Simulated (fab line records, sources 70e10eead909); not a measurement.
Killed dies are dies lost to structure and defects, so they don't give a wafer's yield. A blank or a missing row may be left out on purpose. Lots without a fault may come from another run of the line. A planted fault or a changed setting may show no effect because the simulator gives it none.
Chamber matching | flow nand_harc | NHARC_A_M0_CMP_23 on cmp-04: 4 sister chambers
The step polishes, t overpolish 20 s, target thk 113.75 nm. 4 wafers are shown with their chamber, then 7 later ones without.

WAFERS WITH THEIR CHAMBER
wafer  | chamber | motor_current_A (A)
L086.2 | 3       | 11.8
L086.4 | 1       | 12.8
L088.2 | 2       | 12.5
L088.3 | 0       | 12.9

WAFERS WITHOUT THEIR CHAMBER
wafer  | motor_current_A (A)
L088.4 | 13.0
L093.1 | 11.5
L093.4 | 11.8
L093.6 | 12.4
L095.1 | 12.1
L095.2 | 12.4
L095.4 | 12.7

WHICH CHAMBER EACH WENT THROUGH
wafer  | from the rows above          | in truth
L088.4 | can't be placed: 0 or 1      | 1
L093.1 | 3                            | 3
L093.4 | 3                            | 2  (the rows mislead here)
L093.6 | can't be placed: 2 or 1      | 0
L095.1 | can't be placed: 3 or 2      | 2
L095.2 | can't be placed: 2 or 1      | 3
L095.4 | can't be placed: 1 or 2 or 0 | 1
Placed correctly: 1 of 7. Can't be placed from these rows: 5 (the true chamber is among the candidates in 3). Placed wrongly: 1.
How it was worked out, from the rows above alone: a wafer's distance from a chamber is the root of the sum, over the readings, of the square of ((its reading less the chamber's mean) divided by the reading's scatter). The wafer belongs to the nearest chamber; if the next one is less than 2 further off, it can't be placed. A chamber's mean is the mean of its shown wafers. The scatter: with one shown wafer a chamber, the root of the mean of the squares of how far each hidden wafer lies from its nearest shown one.
